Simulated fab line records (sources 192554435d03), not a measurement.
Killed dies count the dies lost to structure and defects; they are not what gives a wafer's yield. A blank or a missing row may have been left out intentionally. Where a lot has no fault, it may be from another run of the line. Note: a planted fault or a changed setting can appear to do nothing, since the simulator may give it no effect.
Split-lot trial | flow n5_finfet | 21 wafers read across 7 lots, on a route 1938 steps long

== THE SPLIT ==
At N5_WELL_APT_COAT_02 (resist thk 950 nm), the setting spin_rpm was moved away from the recipe's 1357 rpm on 7 of the 21 wafers read, by -10.4% to +10.1%. This setting was run at the recipe's value on the other wafers.

The reading comes from the split's own step.

== THE READING ==
coat_of_WELL_APT_COAT_02.thk_nm (the simulator's own value, which no gauge read), in nm, at N5_WELL_APT_COAT_02 (resist thk 950 nm). The file does not state a usual value for it. Across the 14 wafers here that went through the recipe, the average is 951.6 nm and the standard deviation 3.4 nm.

wafer  | tool, chamber at the split | spin_rpm as run, rpm | against the recipe | coat_of_WELL_APT_COAT_02.thk_nm, nm | against lot-mates on the recipe
L075.2 | litho_track-05, 0          | 1357                 | recipe             | 952.9                               | -
L075.3 | litho_track-05, 0          | 1494                 | +10.1%             | 907.3                               | -46.6
L075.4 | litho_track-05, 0          | 1357                 | recipe             | 954.9                               | -
L080.1 | litho_track-05, 0          | 1357                 | recipe             | 947.2                               | -
L080.2 | litho_track-05, 0          | 1486                 | +9.5%              | 907.9                               | -40.5
L080.6 | litho_track-05, 0          | 1357                 | recipe             | 949.5                               | -
L084.1 | litho_track-03, 0          | 1289                 | -5.0%              | 974.8                               | +22.7
L084.2 | litho_track-03, 0          | 1357                 | recipe             | 951.4                               | -
L084.6 | litho_track-03, 0          | 1357                 | recipe             | 952.8                               | -
L085.1 | litho_track-03, 0          | 1357                 | recipe             | 944                                 | -
L085.3 | litho_track-03, 0          | 1485                 | +9.4%              | 903.2                               | -41.8
L085.4 | litho_track-03, 0          | 1357                 | recipe             | 946.1                               | -
L088.1 | litho_track-05, 0          | 1357                 | recipe             | 955.3                               | -
L088.2 | litho_track-05, 0          | 1357                 | recipe             | 954.5                               | -
L088.3 | litho_track-05, 0          | 1357                 | recipe             | 953                                 | -
L091.2 | litho_track-05, 0          | 1216                 | -10.4%             | 1011                                | +57.6
L091.3 | litho_track-05, 0          | 1216                 | -10.4%             | 1005                                | +51.6
L091.4 | litho_track-05, 0          | 1357                 | recipe             | 953.4                               | -
L092.2 | litho_track-02, 0          | 1357                 | recipe             | 953.8                               | -
L092.4 | litho_track-02, 0          | 1402                 | +3.3%              | 940.2                               | -13.8
L092.6 | litho_track-02, 0          | 1357                 | recipe             | 954.3                               | -

FIT RESULTS
A straight line over all 21 wafers: coat_of_WELL_APT_COAT_02.thk_nm changes by -4.97 nm for each +1% of spin_rpm; r = -0.99; the points scatter about the line by 3.9 nm.
The same after taking each lot's own level away (the mean of its wafers on the recipe; 21 wafers): -4.78 nm for each +1%; r = -1.00; scatter 2.3 nm.
According to that fit, moving spin_rpm by its largest amount changes the reading by 50 nm.
The lots' own levels span 945.05 to 954.27 nm, that is 2.7 times the standard deviation above.
The two slopes are in agreement: the lot-to-lot level therefore moves the slope only a little.
Check: +48.2 nm against its lot-mates is what the line predicts for one of the wafers moved furthest among these (-10.4%) when that wafer is left out of the fit. Against them it came out at +57.6 nm.

== THESE WAFERS: OTHER SPLITS ==
Note: prior to the reading, these wafers also went through further splits. Each is held against what the fit with the lots' levels taken away leaves over:
other split on the same wafers          | wafers away from the commonest value | r with coat_of_WELL_APT_COAT_02.thk_nm (lot level and that fit taken away)
N5_ZERO_LAYER_EXPOSE_08 dose_mj         | 10                                   | -0.04
N5_ZERO_LAYER_DEVELOP_10 develop_time_s | 7                                    | -0.34

== THE FILE'S OWN FIT ==
coat_of_WELL_APT_COAT_02.thk_nm changes by -4.65 nm for each +1% of spin_rpm, r = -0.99.
